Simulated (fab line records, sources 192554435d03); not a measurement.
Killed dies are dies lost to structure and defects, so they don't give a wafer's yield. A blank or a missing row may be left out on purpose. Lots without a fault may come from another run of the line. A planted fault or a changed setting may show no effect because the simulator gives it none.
Chamber matching | flow n5_finfet | N5_BEOL_M5_ETCH_62 on rie_diel-04: 4 sister chambers
The step etches SOC in N2/H2, target depth 75 nm, overetch 15 nm, time 112.5 s. 24 wafers are shown with their chamber, then 12 later ones without.

WAFERS WITH THEIR CHAMBER
wafer  | chamber | drypump_motor_current_A (A) | showerhead_plenum_p_Torr (Torr) | rf_vpp_V (V)
L074.3 | 3       | 6.8                         | 2.41                            | 518.7
L074.4 | 2       | 6.1                         | 2.51                            | 522.6
L074.5 | 3       | 6.8                         | 2.41                            | 519.8
L079.1 | 1       | 5.4                         | 2.59                            | 524.0
L079.4 | 0       | 5.4                         | 2.65                            | 525.9
L079.6 | 2       | 6.1                         | 2.51                            | 523.0
L080.1 | 2       | 6.1                         | 2.50                            | 522.1
L080.3 | 0       | 5.4                         | 2.65                            | 527.1
L080.5 | 3       | 6.8                         | 2.41                            | 520.9
L082.1 | 3       | 6.8                         | 2.40                            | 520.7
L082.5 | 1       | 5.4                         | 2.58                            | 525.1
L082.6 | 0       | 5.4                         | 2.64                            | 527.4
L086.1 | 0       | 5.4                         | 2.64                            | 528.0
L086.2 | 1       | 5.4                         | 2.58                            | 526.2
L086.3 | 3       | 6.8                         | 2.40                            | 517.5
L087.1 | 1       | 5.4                         | 2.58                            | 524.7
L087.2 | 3       | 6.8                         | 2.40                            | 519.6
L087.3 | 0       | 5.4                         | 2.64                            | 526.4
L087.4 | 1       | 5.4                         | 2.58                            | 525.8
L087.5 | 0       | 5.4                         | 2.64                            | 526.2
L087.6 | 3       | 6.8                         | 2.40                            | 518.9
L090.3 | 2       | 6.2                         | 2.50                            | 522.8
L090.4 | 1       | 5.4                         | 2.58                            | 525.9
L090.5 | 3       | 6.8                         | 2.40                            | 520.9

SIGNATURES (means of the wafers above)
reading                  | chamber 0 | chamber 1 | chamber 2 | chamber 3 | scatter within a chamber
drypump_motor_current_A  | 5.400     | 5.400     | 6.125     | 6.800     | 0.0194
showerhead_plenum_p_Torr | 2.6433    | 2.5817    | 2.5050    | 2.4038    | 0.00502
rf_vpp_V                 | 526.833   | 525.283   | 522.625   | 519.625   | 0.936
Rule: a wafer's distance from a chamber is the root of the sum, over the readings, of the square of ((its reading less the chamber's mean) divided by the reading's scatter). The wafer belongs to the nearest chamber; if the next one is less than 2 further off, it can't be placed. The scatter: the root of (the sum of the squares of (reading less its chamber's mean) over the shown wafers, divided by (wafers less chambers)).

WAFERS WITHOUT THEIR CHAMBER
wafer  | drypump_motor_current_A (A) | showerhead_plenum_p_Torr (Torr) | rf_vpp_V (V)
L092.1 | 6.1                         | 2.50                            | 523.2
L092.2 | 6.8                         | 2.40                            | 519.4
L092.3 | 5.5                         | 2.58                            | 525.9
L092.4 | 5.3                         | 2.64                            | 526.6
L092.5 | 5.4                         | 2.58                            | 524.6
L092.6 | 5.4                         | 2.63                            | 526.0
L094.1 | 6.7                         | 2.40                            | 519.4
L094.3 | 6.1                         | 2.50                            | 522.2
L094.4 | 5.4                         | 2.63                            | 526.9
L093.1 | 5.4                         | 2.63                            | 526.4
L093.4 | 5.4                         | 2.58                            | 525.4
L093.6 | 6.1                         | 2.50                            | 522.7

WHICH CHAMBER EACH WENT THROUGH
wafer  | from the rows above | in truth
L092.1 | 2                   | 2
L092.2 | 3                   | 3
L092.3 | 1                   | 1
L092.4 | 0                   | 0
L092.5 | 1                   | 1
L092.6 | 0                   | 0
L094.1 | 3                   | 3
L094.3 | 2                   | 2
L094.4 | 0                   | 0
L093.1 | 0                   | 0
L093.4 | 1                   | 1
L093.6 | 2                   | 2
Placed correctly: 12 of 12. Can't be placed from these rows: 0. Placed wrongly: 0.
